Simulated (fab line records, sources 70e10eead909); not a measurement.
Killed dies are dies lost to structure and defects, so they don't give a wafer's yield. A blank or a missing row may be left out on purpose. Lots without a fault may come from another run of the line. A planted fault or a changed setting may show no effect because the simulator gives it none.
A struck lot beside a sound one | flow nand_harc | 15 steps out of a route of 1302
Sound: wafers L874.1, L874.4, L874.5. Struck: wafers L881.1, L881.4, L881.6. The cause comes at the end.
At each step with rows: each side's tool, then ch and its chambers, then its first start. Under that, the readings that differ: sound wafers | struck wafers | difference of the means | sigmas: that difference in standard deviations of wafers without a fault.
alike: readings whose means differ by less than 2 such deviations, and words and numbers that are the same on both sides. not compared: withheld readings, readings that some wafer has no value for, bounds like >300 that may hide the same value, and numbers for which the record gives no deviation and whose values overlap.
The two part at a step that has a row with sigmas, a row that says differs or no value, or rows on one side only. Numbers that don't overlap but have no deviation are shown without sigmas and don't part them. A reading that every wafer of one side lacks parts them only if that side has two wafers or more.

first, 1 step without rows for these wafers: NHARC_A_ONON_D1_DEP_03 (target thk 1000 nm).
NHARC_A_ONON_D1_THK_MEAS_05: measures by ellipsometry.
  sound on film_metro-02, day 9 12:19; struck on film_metro-01, day 12 08:16
  alike: thk_nm
then, 1 step without rows for these wafers: NHARC_A_ONON_D1_DEP_06 (target thk 1000 nm).
NHARC_A_ONON_D1_THK_MEAS_08: measures by ellipsometry.
  sound on film_metro-01, day 9 12:53; struck on film_metro-02, day 12 08:50
  alike: thk_nm
then, 1 step without rows for these wafers: NHARC_A_ONON_D1_DEP_09 (target thk 1000 nm).
NHARC_A_ONON_D1_THK_MEAS_11: measures by ellipsometry.
  sound on film_metro-02, day 9 13:27; struck on film_metro-02, day 12 09:24
  alike: thk_nm
then, 1 step without rows for these wafers: NHARC_A_ONON_D1_DEP_12 (target thk 1000 nm).
NHARC_A_ONON_D1_THK_MEAS_14: measures by ellipsometry.
  sound on film_metro-01, day 9 14:01; struck on film_metro-01, day 12 09:58
  alike: thk_nm
then, 2 steps without rows for these wafers: NHARC_A_ONON_D1_ANNEAL_15 (time 3600 s); NHARC_A_ONON_D1_DEP_16 (target thk 1000 nm).
NHARC_A_ONON_D1_THK_MEAS_18: measures by ellipsometry.
  sound on film_metro-01, day 9 21:50; struck on film_metro-01, day 12 18:01
  alike: thk_nm
NHARC_A_ONON_D1_DEP_19: target thk 1000 nm.
  sound on pecvd_onon-04 ch 0, day 9 21:53; struck on pecvd_onon-02 ch 0, day 12 18:04
  reading               | sound             | struck            | difference | sigmas
  sih4_flow_sccm (sccm) | 209.3 209.4 209.4 | 210.7 210.6 210.5 | +1.2       | +2
NHARC_A_ONON_D1_THK_MEAS_21: measures by ellipsometry.
  sound on film_metro-01, day 9 22:23; struck on film_metro-01, day 12 18:34
  reading     | sound       | struck      | difference | sigmas
  thk_nm (nm) | 994 992 994 | 570 571 572 | -422       | -32
then, 1 step without rows for these wafers: NHARC_A_ONON_D1_DEP_22 (target thk 1000 nm).
-- the record jumps here: 16 days lie between the struck wafers' starts before and after (it left off in module A_ONON_D1 and takes up again in module END, whose first step shown is number 1302 of the route) --
NHARC_END_SORT_01:
  the record has rows for the struck wafers here (prober-01 ch 0, day 28 21:45) and none for the sound ones

WHERE THEY PART
First at NHARC_A_ONON_D1_DEP_19; last, within this record, at NHARC_END_SORT_01.

WHY: what the simulator had put in
Process parameter drift: pecvd_onon-02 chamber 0, from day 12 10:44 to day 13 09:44, at NHARC_A_ONON_D1_DEP_19. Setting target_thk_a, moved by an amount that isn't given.
